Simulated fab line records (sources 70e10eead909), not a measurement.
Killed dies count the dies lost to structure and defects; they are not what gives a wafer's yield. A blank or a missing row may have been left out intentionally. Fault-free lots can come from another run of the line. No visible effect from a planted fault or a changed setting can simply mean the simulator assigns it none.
Which tool was responsible? | flow nand harc | 12 lots with 36 wafers sampled at 5 steps, on a route of 1159 steps

== WHAT THE GAUGES SHOWED, per wafer ==
NHARC_END_SORT_01. Usual: killed at array 28, standard deviation 9.1; killed at other 0.6, standard deviation 0.87; killed at periphery 3.4, standard deviation 2.7; killed dies 32, standard deviation 9; killed open 3.2, standard deviation 1.9; killed short 2.0, standard deviation 1.3.
lot  | measured     | on        | killed at array | killed at other | killed at periphery | killed dies | killed open | killed short | flag
L600 | day 19 07:45 | prober-02 | 21 25 22        | 0 0 0           | 5 9 5               | 26 34 27    | 0 4 2       | 2 3 2        |
L603 | day 20 19:25 | prober-02 | 24 23 24        | 0 1 0           | 1 1 1               | 25 25 25    | 4 6 3       | 1 1 1        |
L609 | day 23 15:31 | prober-02 | 49 36 38        | 0 0 0           | 0 3 1               | 49 39 39    | 3 7 3       | 1 1 1        |
L610 | day 22 22:19 | prober-02 | 28 33 25        | 0 0 0           | 1 3 1               | 29 36 26    | 1 4 4       | 3 3 2        |
L614 | day 23 22:34 | prober-02 | 37 40 39        | 0 0 0           | 2 0 7               | 39 40 46    | 4 1 7       | 3 0 0        |
L621 | day 26 12:13 | prober-02 | 43 34 25        | 0 0 0           | 1 3 3               | 44 37 28    | 3 4 2       | 4 3 1        |

== WHAT TOOL EACH LOT RAN ON (gives the tool, then ch and the chambers of the sampled wafers, and finally the start) ==
lot  | NHARC_A_STAIRCASE_ETCHBACK_422     | NHARC_A_STAIRCASE_DEP_471       | NHARC_A_SGD_CUT_STRIP_17                      | NHARC_A_SGD_CUT_CMP_21
L599 | rie diel-05 ch 1,2, day 13 23:55   | pecvd-01 ch 0,1,2, day 14 00:34 | rie diel-07 ch 0,2,3, day 14 09:32 or earlier | cmp-01 ch 0,1, day 14 09:32
L600 | rie diel-13 ch 1,2,3, day 14 00:05 | pecvd-04 ch 1,2, day 14 00:45   | rie diel-02 ch 1,2,3, day 14 09:32 or earlier | cmp-02 ch 0,1,2, day 14 09:32
L598 | rie diel-05 ch 1,2,3, day 14 11:11 | pecvd-01 ch 0,1,2, day 14 11:51 | rie diel-10 ch 1,2, day 14 19:16 or earlier   | cmp-04 ch 0,1, day 14 19:16
L603 | rie diel-05 ch 0,1,3, day 14 11:27 | pecvd-02 ch 0,2, day 14 12:06   | rie diel-07 ch 0,2,3, day 14 19:15 or earlier | cmp-01 ch 0,1,2, day 14 19:15
L602 | rie diel-09 ch 0,1,3, day 14 11:53 | pecvd-04 ch 0,2, day 14 12:41   | rie diel-02 ch 0,2,3, day 14 19:24 or earlier | cmp-01 ch 0,1, day 14 19:24
L605 | rie diel-13 ch 0,3, day 15 22:10   | pecvd-01 ch 0,1, day 15 22:52   | rie diel-07 ch 1,3, day 16 06:43 or earlier   | cmp-01 ch 1,3, day 16 06:43
L608 | rie diel-05 ch 0,1,3, day 16 04:04 | pecvd-01 ch 1,2, day 16 04:46   | rie diel-02 ch 0,2,3, day 16 12:01 or earlier | cmp-04 ch 1,2, day 16 12:01
L609 | rie diel-05 ch 0,1,3, day 16 15:50 | pecvd-02 ch 0,1,2, day 16 16:32 | rie diel-10 ch 0,2,3, day 16 23:19 or earlier | cmp-02 ch 0,1,3, day 16 23:19
L610 | rie diel-05 ch 0,2, day 17 00:05   | pecvd-02 ch 0,1, day 17 00:46   | rie diel-02 ch 0,2,3, day 17 09:04 or earlier | cmp-02 ch 2,3, day 17 09:04
L614 | rie diel-05 ch 1,2, day 17 10:31   | pecvd-02 ch 0,1, day 17 11:13   | rie diel-07 ch 0,1,3, day 17 19:38 or earlier | cmp-02 ch 1,2,3, day 17 19:38
L619 | rie diel-05 ch 0,1, day 19 02:13   | pecvd-04 ch 0,1,2, day 19 02:54 | rie diel-10 ch 0,1,3, day 19 10:12 or earlier | cmp-04 ch 2,3, day 19 10:12
L621 | rie diel-13 ch 1,3, day 19 14:49   | pecvd-04 ch 0,2, day 19 15:46   | rie diel-10 ch 2,3, day 19 22:55 or earlier   | cmp-01 ch 1,2, day 19 22:55
- NHARC_A_STAIRCASE_ETCHBACK_422: etches the open film in CH3F/O2, target depth 40 nm, time 74.286 s.
- NHARC_A_STAIRCASE_DEP_471: deposits SiO2, target thk 100 nm.
- NHARC_A_SGD_CUT_STRIP_17: strips in O2.
- NHARC_A_SGD_CUT_CMP_21: polishes, target thk 148.19 nm.

== AS READ BY THE TOOLS THEMSELVES (means over the sampled wafers that have a number; for cases with no such wafer, the mark the record gives instead) ==
NHARC_A_STAIRCASE_ETCHBACK_422. Usual: chamber pressure mTorr 24.999 mTorr, standard deviation 0.021; drypump motor current A 5.9 A, standard deviation 0.62; oes product au 0.96 a.u., standard deviation 0.039; rf vpp V 244.0 V, standard deviation 1.4; showerhead plenum p Torr 2.43 Torr, standard deviation 0.088; throttle valve pct 20.664 %, standard deviation 0.0098.
lot  | tool        | chamber pressure mTorr (mTorr) | drypump motor current A (A) | oes product au (a.u.) | rf vpp V (V) | showerhead plenum p Torr (Torr) | throttle valve pct (%) | flag
L599 | rie diel-05 | 24.999                         | 5.3                         | 0.94                  | 244.3        | 2.49                            | 20.657                 |
L600 | rie diel-13 | 25.005                         | 5.8                         | 1.00                  | 244.9        | 2.52                            | 20.666                 |
L598 | rie diel-05 | 25.001                         | 5.7                         | 0.93                  | 244.7        | 2.44                            | 20.666                 |
L603 | rie diel-05 | 25.005                         | 6.1                         | 0.99                  | 242.6        | 2.40                            | 20.666                 |
L602 | rie diel-09 | 25.001                         | 5.4                         | 0.97                  | 246.0        | 2.53                            | 20.663                 |
L605 | rie diel-13 | 24.992                         | 5.7                         | 0.99                  | 243.0        | 2.37                            | 20.663                 |
L608 | rie diel-05 | 24.998                         | 6.1                         | 1.00                  | 243.5        | 2.39                            | 20.658                 |
L609 | rie diel-05 | 25.008                         | 6.1                         | 0.92                  | 243.0        | 2.39                            | 20.670                 |
L610 | rie diel-05 | 25.004                         | 5.7                         | 1.01                  | 243.1        | 2.43                            | 20.652                 |
L614 | rie diel-05 | 25.011                         | 5.2                         | 0.98                  | 244.5        | 2.50                            | 20.663                 |
L619 | rie diel-05 | 24.993                         | 5.7                         | 0.91                  | 244.8        | 2.44                            | 20.660                 |
L621 | rie diel-13 | 25.010                         | 5.5                         | 0.93                  | 245.8        | 2.51                            | 20.671                 |

NHARC_A_STAIRCASE_DEP_471. Usual: heater power w 508 W, standard deviation 93; throttle valve pct 15.6 %, standard deviation 0.73.
lot  | tool     | heater power w (W) | throttle valve pct (%) | flag
L599 | pecvd-01 | 535                | 15.9                   |
L600 | pecvd-04 | 527                | 15.4                   |
L598 | pecvd-01 | 542                | 15.9                   |
L603 | pecvd-02 | 496                | 15.0                   |
L602 | pecvd-04 | 509                | 15.6                   |
L605 | pecvd-01 | 483                | 16.2                   |
L608 | pecvd-01 | 544                | 16.0                   |
L609 | pecvd-02 | 491                | 15.2                   |
L610 | pecvd-02 | 432                | 15.3                   |
L614 | pecvd-02 | 405                | 15.4                   |
L619 | pecvd-04 | 481                | 15.4                   |
L621 | pecvd-04 | 457                | 15.2                   |

NHARC_A_SGD_CUT_STRIP_17. Usual: chamber pressure mTorr 60.00 mTorr, standard deviation 0.058; drypump motor current A 5.8 A, standard deviation 0.4; oes product au 1.001 a.u., standard deviation 0.012; rf vpp V 57.7 V, standard deviation 0.85; showerhead plenum p Torr 3.50 Torr, standard deviation 0.12; throttle valve pct 17.037 %, standard deviation 0.0085.
lot  | tool        | chamber pressure mTorr (mTorr) | drypump motor current A (A) | oes product au (a.u.) | rf vpp V (V) | showerhead plenum p Torr (Torr) | throttle valve pct (%) | flag
L599 | rie diel-07 | 60.00                          | 6.1                         | 1.004                 | 58.3         | 3.44                            | 17.038                 |
L600 | rie diel-02 | 59.94                          | 5.7                         | 1.003                 | 58.2         | 3.60                            | 17.043                 |
L598 | rie diel-10 | 60.01                          | 6.1                         | 1.001                 | 58.0         | 3.53                            | 17.032                 |
L603 | rie diel-07 | 59.96                          | 6.1                         | 1.003                 | 57.8         | 3.44                            | 17.033                 |
L602 | rie diel-02 | 60.01                          | 5.6                         | 1.007                 | 57.4         | 3.64                            | 17.034                 |
L605 | rie diel-07 | 60.01                          | 6.0                         | 1.016                 | 56.7         | 3.34                            | 17.035                 |
L608 | rie diel-02 | 60.06                          | 5.6                         | 0.996                 | 57.8         | 3.64                            | 17.035                 |
L609 | rie diel-10 | 60.04                          | 5.9                         | 0.991                 | 58.2         | 3.52                            | 17.034                 |
L610 | rie diel-02 | 59.97                          | 5.5                         | 1.004                 | 58.1         | 3.64                            | 17.043                 |
L614 | rie diel-07 | 59.99                          | 6.0                         | 1.008                 | 57.2         | 3.39                            | 17.032                 |
L619 | rie diel-10 | 60.03                          | 5.5                         | 1.000                 | 57.2         | 3.45                            | 17.038                 |
L621 | rie diel-10 | 60.00                          | 6.2                         | 0.994                 | 57.7         | 3.55                            | 17.037                 |

NHARC_A_SGD_CUT_CMP_21. Usual: motor current A 11.9 A, standard deviation 1.1; slurry flow ml min 150.0, standard deviation 0.44; time to endpoint s 51.1 s, standard deviation 2.5.
lot  | tool   | motor current A (A) | slurry flow ml min | time to endpoint s (s) | flag
L599 | cmp-01 | 12.1                | 149.8              | 54.7                   |
L600 | cmp-02 | 11.2                | 150.2              | 50.4                   |
L598 | cmp-04 | 12.6                | 150.7              | 53.1                   |
L603 | cmp-01 | 12.4                | 149.8              | 49.3                   |
L602 | cmp-01 | 11.8                | 150.4              | 54.3                   |
L605 | cmp-01 | 11.1                | 150.3              | 50.3                   |
L608 | cmp-04 | 12.1                | 150.2              | 50.6                   |
L609 | cmp-02 | 11.8                | 149.5              | 49.5                   |
L610 | cmp-02 | 12.4                | 150.3              | 45.4                   |
L614 | cmp-02 | 12.3                | 150.7              | 43.8                   |
L619 | cmp-04 | 11.4                | 150.1              | 47.3                   |
L621 | cmp-01 | 12.3                | 150.3              | 52.7                   |

== THE ANSWER, worked out from the rows above alone ==
Rule: take the mean of a lot's wafers that have a number; if it is more than 3 standard deviations from the usual mean, the lot is off. Also off: a lot with no number at a reading for which 4 or more lots have one. The other lots that the step has rows for count as sound. The gauges are gone through in route order, then the tools' own readings, and for those a lot's mean is taken as printed above. At the first step where some lot is off, the reading lying furthest off is the one used; lots without a number count as furthest.
No lot is off on any of the readings shown, so nothing can be concluded from this.

== WHAT WAS PUT IN BY THE SIMULATOR ==
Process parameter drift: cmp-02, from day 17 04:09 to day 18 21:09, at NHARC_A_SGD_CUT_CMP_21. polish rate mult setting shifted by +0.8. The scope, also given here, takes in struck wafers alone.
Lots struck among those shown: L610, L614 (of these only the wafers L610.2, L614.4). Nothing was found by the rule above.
